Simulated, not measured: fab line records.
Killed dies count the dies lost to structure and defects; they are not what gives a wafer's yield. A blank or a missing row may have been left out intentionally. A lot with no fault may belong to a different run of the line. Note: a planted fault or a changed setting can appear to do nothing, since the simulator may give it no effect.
fab line records	flow nand_harc
record: lots: 24	wafers: 72	last_day: 34
route steps=1302 shown P_GATE@185 P_CONTACT@246 P_M0@265 P_M1@295
lots that met no fault: taken from a fault-free run of the same line
start_h: the number of hours between the record's first day and the start of the first shown wafer of the lot	wait_h: hours since the lot's step before	" identical to the entry in the row above	L1.1+2: a single row standing in for several wafers	- either no value or no given start	* or withheld: withheld	< > ~ a bound
route shown NAME@n: a module of which the file shows steps, and the number in the route of the first	usual: mean/standard deviation of fault-free wafers	same: alike in all rows	chamber/n: place in a boat	sites: per-site readings	_std_site: the values' standard deviation	_edge_site: outer sites' mean less inner sites'	radius_mm: for every site, how far away it sits from the centre of the wafer	mask NAME#n: copy n	behind: the last tool/chamber to shape the wafer	hold: why the lot went on hold/how many hours it stayed there/how the hold came to an end	device: whichever transistor did not switch (one of n, p or np)	end of line: at the end of the route, the tests of the same wafers	a step given without rows: its recipe and nothing more	killed: dies that structure and defects cost at the first sort, which is not the same as the wafer's yield	map: the dies of a wafer, with x for killed, . for not killed, _ for no die there
set.NAME: the setting the step ran with; set.NAME@STEP: the setting that earlier step ran with	model.NAME: the simulator's own value behind a step, which no gauge read
a sample of lots followed through the steps of the route, with each step as a table and each wafer as a row
services: the hour from which a tool's chamber was out of use, counted from the record's first day as start_h (under 0 if before that day), plus the number of hours and why
== steps ==
step: NHARC_P_GATE_CD_MEAS_59
recipe: target_cd_nm: 720	landing_energy_ev: 500
usual: cd_nm: 719.9/1.3
lot.wafer	tool	chamber	start_h	wait_h	cd_nm
L074.2	cd_sem-01	0	118.74	-	720.1
L074.3	"	0	"	"	719.0
L074.6	"	0	"	"	719.5
L075.3	cd_sem-01	0	126.65	-	717.2
L075.5	"	0	"	"	717.6
L075.6	"	0	"	"	719.4
L076.2	cd_sem-02	0	133.96	-	719.5
L076.3	"	0	"	"	719.4
L076.4	"	0	"	"	718.2
L077.4	cd_sem-03	0	140.40	-	718.1
L077.5	"	0	"	"	716.2
L077.6	"	0	"	"	718.6
L078.1	cd_sem-03	0	152.92	-	718.8
L078.2	"	0	"	"	718.3
L078.3	"	0	"	"	720.4
L079.1	cd_sem-02	0	160.50	-	719.9
L079.3	"	0	"	"	718.9
L079.4	"	0	"	"	718.6
L080.2	cd_sem-03	0	168.21	-	720.7
L080.4	"	0	"	"	721.6
L080.6	"	0	"	"	721.1
L081.2	cd_sem-02	0	179.58	-	718.7
L081.3	"	0	"	"	718.7
L081.5	"	0	"	"	719.6
L082.1	cd_sem-02	0	192.22	-	721.8
L082.2	"	0	"	"	719.9
L082.5	"	0	"	"	720.6
L083.2	cd_sem-01	0	199.56	-	720.3
L083.4	"	0	"	"	719.4
L083.5	"	0	"	"	720.4
L084.2	cd_sem-02	0	213.61	-	722.6
L084.4	"	0	"	"	720.7
L084.6	"	0	"	"	720.2
L085.2	cd_sem-03	0	217.64	-	721.5
L085.3	"	0	"	"	721.6
L085.4	"	0	"	"	720.7
L086.3	cd_sem-02	0	230.92	-	721.1
L086.4	"	0	"	"	722.1
L086.6	"	0	"	"	721.4
L087.3	cd_sem-02	0	238.41	-	721.1
L087.4	"	0	"	"	720.7
L087.6	"	0	"	"	719.0
L088.3	cd_sem-02	0	257.20	-	720.7
L088.4	"	0	"	"	718.1
L088.6	"	0	"	"	720.9
L089.1	cd_sem-02	0	258.06	-	719.6
L089.2	"	0	"	"	719.9
L089.6	"	0	"	"	719.6
L090.2	cd_sem-02	0	272.46	-	718.8
L090.3	"	0	"	"	718.6
L090.5	"	0	"	"	719.2
L091.3	cd_sem-01	0	273.36	-	721.3
L091.4	"	0	"	"	722.5
L091.6	"	0	"	"	721.0
L092.4	cd_sem-01	0	304.92	-	719.6
L092.5	"	0	"	"	717.7
L092.6	"	0	"	"	720.1
L093.4	cd_sem-03	0	305.59	-	719.0
L093.5	"	0	"	"	720.9
L093.6	"	0	"	"	719.2
L094.1	cd_sem-01	0	312.67	-	719.7
L094.2	"	0	"	"	720.7
L094.4	"	0	"	"	718.9
L095.2	cd_sem-03	0	325.27	-	719.0
L095.5	"	0	"	"	721.1
L095.6	"	0	"	"	720.1
L096.2	cd_sem-03	0	333.00	-	720.1
L096.3	"	0	"	"	720.4
L096.5	"	0	"	"	719.9
L097.1	cd_sem-01	0	341.74	-	719.1
L097.2	"	0	"	"	719.0
L097.5	"	0	"	"	718.9
step: NHARC_P_GATE_STRIP_95
recipe: power_w: 1500	temp_c: 250	chemistry: O2
usual: drypump_motor_current_A: 5.8/0.34	heater_power_w: 344/41
lot.wafer	tool	chamber	start_h	wait_h	drypump_motor_current_A	heater_power_w	rf_hours_counter_h
L074.2	plasma_asher-01	1	121.76	0.5	5.8	315	21
L074.3	"	0	"	"	5.3	304	-
L074.6	"	1	"	"	5.8	320	-
L076.2	plasma_asher-02	1	136.91	0.6	5.9	361	11
L076.3	"	1	"	"	5.9	362	-
L076.4	"	0	"	"	6.3	405	-
L075.3	plasma_asher-01	1	137.41	8.2	5.8	306	-
L075.6	"	0	"	"	5.4	306	-
L075.5	"	1	"	"	5.8	316	-
L077.4	plasma_asher-02	1	143.35	0.4	5.9	363	-
L077.5	"	1	"	"	5.9	364	-
L077.6	"	0	"	"	6.3	404	-
L078.1	plasma_asher-01	0	156.15	0.6	5.3	311	27
L078.2	"	1	"	"	5.8	299	27
L078.3	"	1	"	"	5.8	313	-
L079.1	plasma_asher-02	1	163.34	0.6	5.9	361	17
L079.3	"	1	"	"	5.9	358	-
L079.4	"	0	"	"	6.3	407	-
L080.2	plasma_asher-02	1	171.05	0.6	5.9	359	18
L080.4	"	1	"	"	5.9	358	-
L080.6	"	1	"	"	5.9	359	-
L081.2	plasma_asher-02	1	182.41	0.6	5.9	362	20
L081.3	"	0	"	"	6.3	408	-
L081.5	"	0	"	"	6.3	400	-
L082.2	plasma_asher-02	0	195.18	0.6	6.3	403	22
L082.1	"	1	"	"	5.9	364	22
L082.5	"	1	"	"	5.9	366	-
L083.2	plasma_asher-02	0	202.40	0.5	6.3	410	23
L083.4	"	1	"	"	5.9	364	-
L083.5	"	1	"	"	5.9	363	-
L084.2	plasma_asher-01	0	216.46	0.5	5.4	291	8
L084.4	"	0	"	"	5.4	292	-
L084.6	"	0	"	"	5.4	291	-
L085.2	plasma_asher-01	1	220.47	0.5	5.8	329	10
L085.3	"	0	"	"	5.5	293	-
L085.4	"	1	"	"	5.7	327	-
L086.4	plasma_asher-01	0	233.78	0.4	5.3	304	-
L086.3	"	1	"	"	5.8	327	-
L086.6	"	1	"	"	5.8	327	-
L087.4	plasma_asher-01	1	241.40	0.4	5.8	327	-
L087.3	"	0	"	"	5.4	289	-
L087.6	"	0	"	"	5.3	285	-
L088.3	plasma_asher-01	1	260.19	0.4	5.8	333	-
L088.4	"	0	"	"	5.4	296	-
L088.6	"	1	"	"	5.8	328	-
L089.1	plasma_asher-01	1	261.06	0.6	5.8	325	21
L089.2	"	0	"	"	5.4	299	21
L089.6	"	0	"	"	5.4	287	-
L090.2	plasma_asher-02	0	275.30	0.6	6.3	400	4
L090.3	"	1	"	"	5.9	358	-
L090.5	"	1	"	"	5.9	347	-
L091.3	plasma_asher-01	0	276.33	0.4	5.4	302	-
L091.4	"	1	"	"	5.8	330	-
L091.6	"	1	"	"	5.7	327	-
L092.4	plasma_asher-02	1	309.17	0.3	5.9	354	-
L092.5	"	0	"	"	6.3	417	-
L092.6	"	1	"	"	5.9	358	-
L093.4	plasma_asher-01	1	309.58	0.3	5.8	335	-
L093.6	"	0	"	"	5.4	297	-
L093.5	"	1	"	"	5.8	323	-
L094.1	plasma_asher-02	1	315.63	0.6	5.9	344	9
L094.2	"	0	"	"	6.3	418	9
L094.4	"	1	"	"	5.9	350	-
L095.2	plasma_asher-01	1	328.10	0.5	5.8	319	37
L095.5	"	0	"	"	5.4	296	-
L095.6	"	1	"	"	5.8	337	-
L096.2	plasma_asher-01	0	337.56	0.6	5.4	294	39
L096.3	"	1	"	"	5.7	326	-
L096.5	"	0	"	"	5.4	305	-
L097.1	plasma_asher-02	1	344.69	0.6	5.9	352	14
L097.2	"	0	"	"	6.3	411	14
L097.5	"	0	"	"	6.3	425	-
step: NHARC_P_CONTACT_PVD_32
recipe: target_thk_a: 50	chamber_pressure_pa: 5	power_w: 5000	substrate_temp_c: 200	time_s: 17.7	material: Ti
usual: chamber_pressure_pa: 4.999/0.01	throttle_valve_pct: 29.8/0.71
lot.wafer	tool	chamber	start_h	wait_h	chamber_pressure_pa	throttle_valve_pct
L074.3	pvd_sputter-01	-	-	-	4.969	29.0
L074.2	"	-	"	"	4.984	29.7
L074.6	"	-	"	"	5.006	30.7
L076.2	pvd_sputter-01	-	-	-	5.018	30.6
L076.3	"	-	"	"	4.994	29.9
L076.4	"	-	"	"	4.986	28.7
L075.3	pvd_sputter-02	-	-	-	4.993	30.5
L075.6	"	-	"	"	5.001	30.0
L075.5	"	-	"	"	4.978	29.4
L077.4	pvd_sputter-01	-	-	-	5.012	30.4
L077.5	"	-	"	"	5.013	30.5
L077.6	"	-	"	"	5.002	28.7
L078.3	pvd_sputter-01	-	-	-	4.997	29.0
L078.1	"	-	"	"	4.999	29.6
L078.2	"	-	"	"	5.017	30.4
L079.3	pvd_sputter-03	-	-	-	4.994	28.9
L079.4	"	-	"	"	5.004	31.0
L079.1	"	-	"	"	4.996	30.2
L080.2	pvd_sputter-03	-	-	-	4.995	30.9
L080.4	"	-	"	"	5.004	30.1
L080.6	"	-	"	"	5.002	28.8
L081.3	pvd_sputter-03	-	-	-	4.988	29.2
L081.2	"	-	"	"	5.005	30.9
L081.5	"	-	"	"	4.947	29.4
L082.2	pvd_sputter-01	-	-	-	5.014	29.9
L082.1	"	-	"	"	4.999	28.7
L082.5	"	-	"	"	4.994	29.0
L083.2	pvd_sputter-03	-	-	-	4.993	29.3
L083.4	"	-	"	"	5.010	31.1
L083.5	"	-	"	"	5.002	29.5
L084.2	pvd_sputter-02	-	-	-	5.008	30.3
L084.4	"	-	"	"	5.005	29.5
L084.6	"	-	"	"	4.998	30.3
L085.4	pvd_sputter-01	-	-	-	5.011	28.6
L085.2	"	-	"	"	5.006	29.8
L085.3	"	-	"	"	4.991	28.7
L086.3	pvd_sputter-02	-	-	-	4.990	29.8
L086.4	"	-	"	"	5.002	30.4
L086.6	"	-	"	"	4.989	29.9
L087.4	pvd_sputter-02	-	-	-	5.008	29.7
L087.3	"	-	"	"	4.994	30.9
L087.6	"	-	"	"	5.007	30.2
L088.4	pvd_sputter-03	-	-	-	5.003	29.4
L088.3	"	-	"	"	4.980	30.8
L088.6	"	-	"	"	5.004	29.1
L089.1	pvd_sputter-01	-	-	-	4.984	29.7
L089.2	"	-	"	"	4.995	28.9
L089.6	"	-	"	"	4.997	28.9
L090.2	pvd_sputter-02	-	-	-	5.003	30.5
L090.3	"	-	"	"	5.009	30.5
L090.5	"	-	"	"	4.998	30.5
L091.3	pvd_sputter-03	-	-	-	4.990	29.1
L091.4	"	-	"	"	4.997	31.3
L091.6	"	-	"	"	5.003	29.3
L092.4	pvd_sputter-02	-	-	-	4.993	29.3
L092.5	"	-	"	"	4.996	29.6
L092.6	"	-	"	"	4.996	29.9
L093.4	pvd_sputter-03	-	-	-	4.993	29.3
L093.6	"	-	"	"	4.990	30.8
L093.5	"	-	"	"	4.989	29.6
L094.4	pvd_sputter-02	-	-	-	4.997	29.7
L094.2	"	-	"	"	4.990	30.4
L094.1	"	-	"	"	5.019	31.0
L095.2	pvd_sputter-02	-	-	-	4.992	29.5
L095.6	"	-	"	"	4.999	30.8
L095.5	"	-	"	"	4.985	29.4
L096.2	pvd_sputter-01	-	-	-	4.996	30.0
L096.3	"	-	"	"	5.010	28.6
L096.5	"	-	"	"	5.010	29.2
L097.1	pvd_sputter-01	-	-	-	5.000	29.9
L097.2	"	-	"	"	5.015	30.8
L097.5	"	-	"	"	4.991	29.0
step: NHARC_P_M0_INSPECT_11
usual: raw_defect_count: 4.5/2.7
lot.wafer	tool	chamber	start_h	wait_h	raw_defect_count
L074.2	defect_inspect-02	-	129.49	0.0	12
L074.3	"	-	"	"	6
L074.6	"	-	"	"	10
L076.2	defect_inspect-01	-	144.64	0.0	5
L076.3	"	-	"	"	2
L076.4	"	-	"	"	2
L075.3	defect_inspect-02	-	145.26	0.0	8
L075.5	"	-	"	"	5
L075.6	"	-	"	"	7
L077.4	defect_inspect-02	-	151.19	0.0	3
L077.5	"	-	"	"	4
L077.6	"	-	"	"	6
L078.1	defect_inspect-02	-	163.77	0.0	4
L078.2	"	-	"	"	5
L078.3	"	-	"	"	3
L079.1	defect_inspect-02	-	171.26	0.0	2
L079.3	"	-	"	"	6
L079.4	"	-	"	"	1
L080.2	defect_inspect-02	-	178.99	0.0	3
L080.4	"	-	"	"	3
L080.6	"	-	"	"	6
L081.2	defect_inspect-02	-	190.29	0.0	3
L081.3	"	-	"	"	1
L081.5	"	-	"	"	2
L082.1	defect_inspect-02	-	202.96	0.0	4
L082.2	"	-	"	"	3
L082.5	"	-	"	"	6
L083.2	defect_inspect-02	-	210.05	0.0	10
L083.4	"	-	"	"	5
L083.5	"	-	"	"	15
L084.2	defect_inspect-01	-	224.20	0.0	7
L084.4	"	-	"	"	5
L084.6	"	-	"	"	5
L085.2	defect_inspect-02	-	228.20	0.0	4
L085.3	"	-	"	"	4
L085.4	"	-	"	"	8
L086.3	defect_inspect-01	-	241.50	0.0	2
L086.4	"	-	"	"	5
L086.6	"	-	"	"	4
L087.3	defect_inspect-01	-	250.10	0.0	3
L087.4	"	-	"	"	5
L087.6	"	-	"	"	3
L088.3	defect_inspect-02	-	268.30	0.0	0
L088.4	"	-	"	"	2
L088.6	"	-	"	"	2
L089.1	defect_inspect-02	-	268.77	0.0	4
L089.2	"	-	"	"	5
L089.6	"	-	"	"	3
L090.2	defect_inspect-02	-	283.18	0.0	4
L090.3	"	-	"	"	1
L090.5	"	-	"	"	4
L091.3	defect_inspect-02	-	284.15	0.0	7
L091.4	"	-	"	"	5
L091.6	"	-	"	"	5
L092.4	defect_inspect-01	-	316.92	0.0	6
L092.5	"	-	"	"	6
L092.6	"	-	"	"	9
L093.4	defect_inspect-01	-	317.31	0.0	7
L093.5	"	-	"	"	3
L093.6	"	-	"	"	5
L094.1	defect_inspect-01	-	323.37	0.0	6
L094.2	"	-	"	"	1
L094.4	"	-	"	"	8
L095.2	defect_inspect-02	-	335.71	0.0	3
L095.5	"	-	"	"	1
L095.6	"	-	"	"	3
L096.2	defect_inspect-01	-	345.33	0.0	2
L096.3	"	-	"	"	7
L096.5	"	-	"	"	6
L097.1	defect_inspect-02	-	353.42	0.0	2
L097.2	"	-	"	"	0
L097.5	"	-	"	"	1
step: NHARC_P_M0_ETCH_34
recipe: target_depth_a: 400	overetch_a: 120	time_s: 43.94	ion_energy_ev: 200	n2_flow_sccm: 150	h2_flow_sccm: 150	ar_flow_sccm: 0	rf_w: 400	bias_w: 150	chemistry: N2/H2
usual: bias_w: 150.0/0.46	drypump_motor_current_A: 5.9/0.33	mfc_ar_sccm: 0.007/0.01	oes_product_au: 1.002/0.0084	rf_vpp_V: 429.8/2.4	showerhead_plenum_p_Torr: 2.02/0.078	throttle_valve_pct: 14.172/0.0097
lot.wafer	tool	chamber	start_h	wait_h	bias_w	drypump_motor_current_A	mfc_ar_sccm	oes_product_au	rf_hours_counter_h	rf_vpp_V	showerhead_plenum_p_Torr	throttle_valve_pct
L074.2	rie_diel-04	2	129.64	0.1	150.2	6.2	0	0.994	23	427.1	1.93	14.152
L074.3	"	0	"	"	149.0	5.8	0.012	0.979	22	429.1	1.99	14.177
L074.6	"	1	"	"	149.7	5.7	0	0.993	-	431.4	2.09	14.180
L076.2	rie_diel-06	3	144.91	0.1	149.9	5.4	0.007	1.012	2	428.0	1.98	14.175
L076.4	"	1	"	"	149.5	6.0	0.022	1.009	3	427.4	1.93	14.161
L076.3	"	2	"	"	150.1	5.3	0	1.003	2	429.0	1.98	14.171
L075.3	rie_diel-06	1	145.64	0.1	150.3	5.9	0.022	1.003	3	427.4	1.93	14.170
L075.5	"	1	"	"	149.6	5.9	0.022	1.016	-	428.7	1.93	14.186
L075.6	"	2	"	"	149.7	5.3	0	1.000	-	428.1	1.98	14.168
L077.6	rie_diel-04	3	151.37	0.1	150.9	5.8	0	1.003	-	431.1	2.12	14.156
L077.4	"	0	"	"	149.5	5.8	0.012	0.993	-	428.8	1.98	14.196
L077.5	"	1	"	"	150.8	5.7	0	0.998	-	431.1	2.09	14.175
L078.3	rie_diel-04	3	163.94	0.1	150.2	5.8	0	0.993	27	432.3	2.12	14.191
L078.2	"	0	"	"	149.9	5.9	0.012	1.009	28	430.6	1.98	14.156
L078.1	"	2	"	"	150.0	6.2	0	0.994	29	428.5	1.93	14.167
L079.1	rie_diel-06	3	171.40	0.1	148.8	5.4	0.007	1.009	9	429.2	1.98	14.169
L079.3	"	0	"	"	150.2	6.5	0.036	1.028	12	433.4	2.13	14.187
L079.4	"	2	"	"	149.9	5.3	0	1.005	10	428.9	1.98	14.198
L080.2	rie_diel-06	0	179.14	0.1	149.5	6.5	0.036	1.021	15	433.2	2.13	14.155
L080.4	"	2	"	"	149.9	5.3	0	1.000	16	427.3	1.97	14.192
L080.6	"	3	"	"	150.3	5.4	0.007	1.007	-	428.7	1.98	14.189
L081.2	rie_diel-04	3	190.49	0.1	150.1	5.8	0	1.009	0	433.7	2.12	14.173
L081.3	"	3	"	"	150.3	5.8	0	1.010	-	433.5	2.11	14.184
L081.5	"	0	"	"	149.6	5.8	0.012	0.992	-	428.5	1.98	14.175
L082.1	rie_diel-04	0	203.16	0.1	150.4	5.8	0.012	0.994	2	427.9	1.98	14.170
L082.2	"	2	"	"	149.8	6.2	0	0.999	1	427.4	1.93	14.170
L082.5	"	0	"	"	150.0	5.8	0.012	0.990	-	428.5	1.98	14.161
L083.2	rie_diel-04	2	210.19	0.1	150.5	6.2	0	1.002	4	426.2	1.93	14.173
L083.4	"	3	"	"	150.1	5.8	0	1.004	3	432.4	2.11	14.164
L083.5	"	3	"	"	149.7	5.8	0	1.004	-	431.6	2.11	14.186
L084.2	rie_diel-04	1	224.35	0.1	149.7	5.7	0	1.000	4	433.1	2.08	14.151
L084.4	"	2	"	"	150.0	6.2	0	0.998	6	426.8	1.93	14.170
L084.6	"	1	"	"	150.8	5.7	0	1.006	-	431.7	2.08	14.170
L085.3	rie_diel-06	2	228.34	0.1	149.3	5.3	0	0.993	30	427.8	1.97	14.162
L085.2	"	3	"	"	149.8	5.4	0.007	1.012	27	429.1	1.98	14.179
L085.4	"	1	"	"	149.6	5.9	0.022	1.009	31	427.4	1.92	14.178
L086.3	rie_diel-04	2	241.65	0.1	149.3	6.2	0	1.007	9	425.3	1.93	14.169
L086.4	"	0	"	"	149.7	5.8	0.012	0.994	10	430.6	1.98	14.177
L086.6	"	3	"	"	150.2	5.8	0	1.014	-	431.6	2.11	14.175
L087.3	rie_diel-13	3	250.26	0.1	150.2	6.3	0.013	0.994	26	433.1	2.13	14.172
L087.4	"	0	"	"	150.4	5.4	0.010	0.992	24	426.6	1.88	14.182
L087.6	"	2	"	"	149.7	6.2	0	0.983	-	432.0	2.12	14.157
L088.4	rie_diel-04	0	268.45	0.1	149.9	5.8	0.012	0.996	13	428.9	1.98	14.158
L088.3	"	2	"	"	150.2	6.2	0	1.001	10	426.4	1.93	14.175
L088.6	"	3	"	"	150.4	5.8	0	1.006	-	433.0	2.11	14.166
L089.2	rie_diel-04	0	268.92	0.1	150.0	5.9	0.012	0.993	13	429.1	1.98	14.169
L089.1	"	1	"	"	150.2	5.7	0	1.007	10	430.7	2.08	14.172
L089.6	"	3	"	"	149.9	5.8	0	1.011	-	431.5	2.11	14.173
L090.2	rie_diel-04	3	283.33	0.1	149.4	5.8	0	1.008	12	431.9	2.11	14.174
L090.3	"	0	"	"	149.8	5.8	0.012	1.008	14	430.3	1.98	14.169
L090.5	"	0	"	"	149.6	5.8	0.012	1.018	-	428.5	1.98	14.150
L091.4	rie_diel-04	2	284.29	0.1	149.6	6.2	0	0.994	12	427.8	1.93	14.178
L091.3	"	1	"	"	150.5	5.7	0	1.006	12	431.5	2.08	14.186
L091.6	"	3	"	"	149.8	5.7	0	1.006	-	430.6	2.11	14.165
L092.4	rie_diel-06	2	317.08	0.1	150.4	5.3	0	1.001	0	427.7	1.96	14.170
L092.6	"	3	"	"	150.0	5.4	0.007	1.012	-	428.0	1.97	14.170
L092.5	"	0	"	"	149.5	6.5	0.036	1.013	-	432.7	2.12	14.184
L093.4	rie_diel-04	3	317.47	0.1	149.9	5.8	0	1.007	16	433.0	2.11	14.174
L093.6	"	1	"	"	150.4	5.7	0	1.004	-	431.9	2.08	14.174
L093.5	"	2	"	"	150.0	6.2	0	0.996	-	427.3	1.92	14.156
L094.1	rie_diel-04	2	323.52	0.1	150.0	6.2	0	0.998	16	426.2	1.92	14.178
L094.4	"	3	"	"	149.7	5.8	0	0.999	16	431.2	2.11	14.172
L094.2	"	0	"	"	149.1	5.8	0.012	1.004	18	429.3	1.98	14.173
L095.2	rie_diel-04	3	335.85	0.1	150.2	5.8	0	0.996	18	432.9	2.11	14.159
L095.6	"	3	"	"	149.9	5.8	0	0.999	-	432.8	2.11	14.171
L095.5	"	0	"	"	150.3	5.8	0.012	0.992	-	426.5	1.98	14.181
L096.3	rie_diel-04	0	345.49	0.1	150.0	5.8	0.012	0.994	21	428.0	1.98	14.163
L096.2	"	3	"	"	149.7	5.8	0	0.996	20	434.1	2.11	14.187
L096.5	"	3	"	"	149.8	5.7	0	1.006	-	432.1	2.11	14.175
L097.1	rie_diel-06	0	353.58	0.1	150.0	6.5	0.036	0.998	13	432.3	2.11	14.179
L097.2	"	1	"	"	149.7	6.0	0.022	1.003	12	427.0	1.90	14.178
L097.5	"	2	"	"	150.6	5.3	0	1.006	-	428.5	1.95	14.177
step: NHARC_P_M1_CD_MEAS_09
recipe: target_cd_nm: 130	landing_energy_ev: 500
usual: cd_nm: 130.1/0.42
lot.wafer	tool	chamber	start_h	wait_h	cd_nm
L074.2	cd_sem-03	0	133.42	-	130.9
L074.3	"	0	"	"	130.8
L074.6	"	0	"	"	130.6
L076.2	cd_sem-03	0	148.83	-	129.9
L076.3	"	0	"	"	130.2
L076.4	"	0	"	"	130.2
L075.3	cd_sem-01	0	149.59	-	129.9
L075.5	"	0	"	"	130.2
L075.6	"	0	"	"	130.4
L077.4	cd_sem-01	0	155.05	-	130.6
L077.5	"	0	"	"	130.5
L077.6	"	0	"	"	130.3
L078.1	cd_sem-03	0	167.81	-	129.6
L078.2	"	0	"	"	130.1
L078.3	"	0	"	"	129.6
L079.1	cd_sem-01	0	175.13	-	129.5
L079.3	"	0	"	"	130.8
L079.4	"	0	"	"	129.7
L080.2	cd_sem-01	0	182.79	-	129.6
L080.4	"	0	"	"	130.4
L080.6	"	0	"	"	130.1
L081.2	cd_sem-01	0	194.38	-	129.4
L081.3	"	0	"	"	130.4
L081.5	"	0	"	"	130.0
L082.1	cd_sem-03	0	206.92	-	129.6
L082.2	"	0	"	"	130.4
L082.5	"	0	"	"	130.8
L083.2	cd_sem-03	0	213.99	-	130.6
L083.4	"	0	"	"	129.9
L083.5	"	0	"	"	130.0
L084.2	cd_sem-02	0	228.26	-	130.1
L084.4	"	0	"	"	130.0
L084.6	"	0	"	"	130.5
L085.2	cd_sem-03	0	232.19	-	130.0
L085.3	"	0	"	"	130.4
L085.4	"	0	"	"	129.6
L086.3	cd_sem-02	0	245.75	-	130.1
L086.4	"	0	"	"	130.2
L086.6	"	0	"	"	130.3
L087.3	cd_sem-03	0	254.12	-	130.2
L087.4	"	0	"	"	130.6
L087.6	"	0	"	"	130.1
L088.3	cd_sem-01	0	272.23	-	129.3
L088.4	"	0	"	"	130.1
L088.6	"	0	"	"	130.3
L089.1	cd_sem-01	0	272.73	-	130.7
L089.2	"	0	"	"	130.0
L089.6	"	0	"	"	129.6
L090.2	cd_sem-03	0	286.99	-	130.0
L090.3	"	0	"	"	130.0
L090.5	"	0	"	"	129.8
L091.3	cd_sem-02	0	287.97	-	130.1
L091.4	"	0	"	"	130.3
L091.6	"	0	"	"	130.4
L092.4	cd_sem-02	0	320.85	-	130.2
L092.5	"	0	"	"	130.8
L092.6	"	0	"	"	129.9
L093.4	cd_sem-01	0	321.25	-	130.4
L093.5	"	0	"	"	130.7
L093.6	"	0	"	"	130.4
L094.1	cd_sem-01	0	327.16	-	129.4
L094.2	"	0	"	"	130.5
L094.4	"	0	"	"	130.0
L095.2	cd_sem-03	0	339.64	-	130.0
L095.5	"	0	"	"	131.4
L095.6	"	0	"	"	130.5
L096.2	cd_sem-03	0	349.21	-	130.2
L096.3	"	0	"	"	130.2
L096.5	"	0	"	"	129.8
L097.1	cd_sem-01	0	357.21	-	129.5
L097.2	"	0	"	"	129.8
L097.5	"	0	"	"	130.0
== services ==
tool	chamber	start_h	hours	kind
pvd_sputter-02	-	104.00	10.0	pm
plasma_asher-02	-	120.48	3.2	repair
rie_diel-06	-	130.48	9.0	pm
pvd_sputter-03	-	131.11	8.2	repair
rie_diel-04	3	135.79	3.2	repair
pvd_sputter-01	-	142.74	2.1	repair
rie_diel-04	2	147.23	5.0	repair
rie_diel-04	1	156.57	50.4	repair
plasma_asher-01	-	165.07	9.0	pm
rie_diel-04	-	178.65	9.0	pm
rie_diel-04	3	197.26	6.4	repair
pvd_sputter-01	-	227.30	10.0	pm
rie_diel-04	2	244.70	10.7	repair
plasma_asher-02	-	249.00	9.0	pm
pvd_sputter-01	-	251.77	2.6	repair
pvd_sputter-02	-	262.96	3.1	repair
rie_diel-04	-	281.78	0.7	repair
pvd_sputter-02	-	282.00	10.0	pm
plasma_asher-02	-	283.95	23.3	repair
plasma_asher-01	-	293.01	10.8	repair
pvd_sputter-02	-	297.71	3.8	repair
rie_diel-04	1	341.13	10.2	repair
plasma_asher-01	-	342.30	9.0	pm
rie_diel-04	-	352.96	1.4	repair
== key ==
fault none
